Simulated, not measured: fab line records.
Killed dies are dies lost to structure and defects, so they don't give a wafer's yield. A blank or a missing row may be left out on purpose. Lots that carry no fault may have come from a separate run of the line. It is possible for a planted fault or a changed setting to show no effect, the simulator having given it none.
The same fault as seen by 3 desks    flow nand harc    each desk has only its own numbers; what lay behind them comes last

== TOOL OWNER'S DESK, ald hk-02 ==
The tool's own readings at NHARC_A_WL_FILL_ALD_00 (deposits Al2O3, target thk 3 nm, pulse time 3 s, ald cycles 30): means of the sampled wafers that have a number, for each lot that ran on this tool. A lot is out of limits, marked OUT, if its mean lies more than 4 standard deviations from the usual mean; the brackets give that distance.
Columns: A = heater power w at NHARC_A_WL_FILL_ALD_00, usual 462 W; B = precursor pulse height rel at NHARC_A_WL_FILL_ALD_00, usual 0.999
lot   first seen here  A    B
L794  day 15 15:22     456  0.993
L798  day 16 13:57     459  1.007
L809  day 19 18:05     444  0.996
This desk's finding: nothing out of limits on any of the 3 lots.

== THE METROLOGY DESK ==
What the gauges read for every lot (on any tool): the sampled wafers with a number, averaged. A lot is out of limits, marked OUT, if its mean lies more than 4 standard deviations from the usual mean; the brackets give that distance.
Columns: A = cd nm at NHARC_A_SLIT_CD_MEAS_21, usual 289.8 nm
lot   first seen here  A
L795  day 15 04:36     289.9
L794  day 15 07:33     290.2
L798  day 16 06:10     289.9
L809  day 19 10:17     289.7
L812  day 19 23:13     290.4
L814  day 20 14:40     289.6
This desk's finding: nothing out of limits on any of the 6 lots.

== THE DEFECT DESK ==
Inspection counts along the route, by lot: the mean over sampled wafers that carry a number. A lot is out of limits, marked OUT, if its mean lies more than 4 standard deviations from the usual mean; the brackets give that distance.
Columns: A = raw defect count at NHARC_A_SIN_REMOVE_INSPECT_04, usual 283
lot   first seen here  A
L795  day 15 12:15     471
L794  day 15 15:16     225
L798  day 16 13:52     295
L809  day 19 18:00     286
L812  day 20 06:58     406
L814  day 20 20:43     324
This desk's finding: nothing out of limits on any of the 6 lots.

== BROUGHT TOGETHER ==
The tool owner's desk saw nothing out of limits.
At the metrology desk, nothing out of limits was observed.
Nothing the defect desk looked at was out of limits.

== WHAT WAS PUT IN BY THE SIMULATOR ==
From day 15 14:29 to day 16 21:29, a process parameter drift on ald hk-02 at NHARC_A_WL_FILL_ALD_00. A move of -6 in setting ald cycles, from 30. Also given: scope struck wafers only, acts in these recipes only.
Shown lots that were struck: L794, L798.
